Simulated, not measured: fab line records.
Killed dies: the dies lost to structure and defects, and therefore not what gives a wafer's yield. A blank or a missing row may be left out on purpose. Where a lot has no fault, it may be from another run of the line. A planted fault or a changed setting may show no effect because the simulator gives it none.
Lot-split experiment / flow n5-finfet / 7 lots, 21 wafers read, on a route of 1938 steps

ABOUT THE SPLIT
At N5_BEOL_M5_EXPOSE_25 (exposes mask V4, defocus 10 nm), the setting dose-mj was moved away from the recipe's 52.75 on 6 of the 21 wafers read, by -7.2% to +3.5%. The other wafers ran this setting at the recipe's value.

FROM THE SPLIT TO THE READING: what the file shows between them, 2 steps
- N5_BEOL_M5_PEB_26: peb time 60 s
- N5_BEOL_M5_DEVELOP_27: develop time 30 s

THE READING
cd-nm, in nm, at N5_BEOL_M5_CD_MEAS_28 (target cd 30.6 nm, target cd y 20 nm). Fault-free wafers of this fab line usually give 30.60 nm, standard deviation 0.28 nm.

wafer=L081.1; tool, chamber at the split=euv-scanner-01, 0; dose-mj as run=54.61; against the recipe=+3.5%; cd-nm, nm=31.36; against lot-mates on the recipe=+0.50
wafer=L081.2; tool, chamber at the split=euv-scanner-01, 0; dose-mj as run=52.75; against the recipe=recipe; cd-nm, nm=30.78; against lot-mates on the recipe=-
wafer=L081.3; tool, chamber at the split=euv-scanner-01, 0; dose-mj as run=52.75; against the recipe=recipe; cd-nm, nm=30.94; against lot-mates on the recipe=-
wafer=L083.2; tool, chamber at the split=euv-scanner-01, 0; dose-mj as run=52.75; against the recipe=recipe; cd-nm, nm=30.50; against lot-mates on the recipe=-
wafer=L083.3; tool, chamber at the split=euv-scanner-01, 0; dose-mj as run=52.75; against the recipe=recipe; cd-nm, nm=30.51; against lot-mates on the recipe=-
wafer=L083.6; tool, chamber at the split=euv-scanner-01, 0; dose-mj as run=52.75; against the recipe=recipe; cd-nm, nm=30.61; against lot-mates on the recipe=-
wafer=L082.2; tool, chamber at the split=euv-scanner-02, 0; dose-mj as run=52.75; against the recipe=recipe; cd-nm, nm=30.81; against lot-mates on the recipe=-
wafer=L082.4; tool, chamber at the split=euv-scanner-02, 0; dose-mj as run=52.75; against the recipe=recipe; cd-nm, nm=30.70; against lot-mates on the recipe=-
wafer=L082.6; tool, chamber at the split=euv-scanner-02, 0; dose-mj as run=52.75; against the recipe=recipe; cd-nm, nm=31.04; against lot-mates on the recipe=-
wafer=L085.1; tool, chamber at the split=euv-scanner-01, 0; dose-mj as run=52.75; against the recipe=recipe; cd-nm, nm=31.12; against lot-mates on the recipe=-
wafer=L085.2; tool, chamber at the split=euv-scanner-01, 0; dose-mj as run=52.75; against the recipe=recipe; cd-nm, nm=31.15; against lot-mates on the recipe=-
wafer=L085.5; tool, chamber at the split=euv-scanner-01, 0; dose-mj as run=52.75; against the recipe=recipe; cd-nm, nm=30.92; against lot-mates on the recipe=-
wafer=L087.3; tool, chamber at the split=euv-scanner-01, 0; dose-mj as run=54.27; against the recipe=+2.9%; cd-nm, nm=31.23; against lot-mates on the recipe=+0.62
wafer=L087.4; tool, chamber at the split=euv-scanner-01, 0; dose-mj as run=52.75; against the recipe=recipe; cd-nm, nm=30.61; against lot-mates on the recipe=-
wafer=L087.5; tool, chamber at the split=euv-scanner-01, 0; dose-mj as run=54.27; against the recipe=+2.9%; cd-nm, nm=31.41; against lot-mates on the recipe=+0.80
wafer=L091.1; tool, chamber at the split=euv-scanner-01, 0; dose-mj as run=50.19; against the recipe=-4.9%; cd-nm, nm=29.88; against lot-mates on the recipe=-0.25
wafer=L091.2; tool, chamber at the split=euv-scanner-01, 0; dose-mj as run=50.19; against the recipe=-4.9%; cd-nm, nm=29.30; against lot-mates on the recipe=-0.83
wafer=L091.6; tool, chamber at the split=euv-scanner-01, 0; dose-mj as run=52.75; against the recipe=recipe; cd-nm, nm=30.13; against lot-mates on the recipe=-
wafer=L093.3; tool, chamber at the split=euv-scanner-01, 0; dose-mj as run=48.97; against the recipe=-7.2%; cd-nm, nm=29.02; against lot-mates on the recipe=-1.62
wafer=L093.4; tool, chamber at the split=euv-scanner-01, 0; dose-mj as run=52.75; against the recipe=recipe; cd-nm, nm=30.75; against lot-mates on the recipe=-
wafer=L093.5; tool, chamber at the split=euv-scanner-01, 0; dose-mj as run=52.75; against the recipe=recipe; cd-nm, nm=30.54; against lot-mates on the recipe=-

THE FIT
A straight line over all 21 wafers: cd-nm changes by +0.226 nm for each +1% of dose-mj; r = +0.91; the points scatter about the line by 0.26 nm.
The same after taking each lot's own level away (the mean of its wafers on the recipe; 21 wafers): +0.18 nm for each +1%; r = +0.92; scatter 0.2 nm.
That fit puts the effect of the largest move of dose-mj on the reading at 1.3 nm.
From 30.130 to 31.063 nm: that is the span of the lots' own levels, equal to 3.3 times the standard deviation above.
In other words, the slope is changed by the lot-to-lot level; the two fits disagree.
Check: with one of the wafers moved furthest among these (-7.2%) left out of the fit, the line predicts -1 nm for it against its lot-mates. It came out at -1.62 nm against them.

THE WHOLE CHAIN: every reading that the file lists as answering this split, in the file's order
step=N5_BEOL_M5_CD_MEAS_28; what it does=target cd 30.6 nm, target cd y 20 nm; reading=cd-nm; change (the file's fit)=+0.189 nm for each +1% of the setting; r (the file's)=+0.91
step=N5_BEOL_M5_ETCH_75; what it does=etches underlayer in N2/H2, target depth 6.5 nm, time 5.2 s; reading=BEOL_M5.cd-nm (the simulator's own value, which no gauge read); change (the file's fit)=+0.267 nm for each +1% of the setting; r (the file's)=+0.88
step=N5_BEOL_M5_ETCH_68; what it does=etches SOC in N2/H2, target depth 80 nm, overetch 16 nm, time 120 s; reading=BEOL_M5.cd-nm (the simulator's own value, which no gauge read); change (the file's fit)=+0.23 nm for each +1% of the setting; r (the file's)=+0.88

FILE'S OWN FIT
cd-nm changes by +0.189 nm for each +1% of dose-mj, r = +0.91.
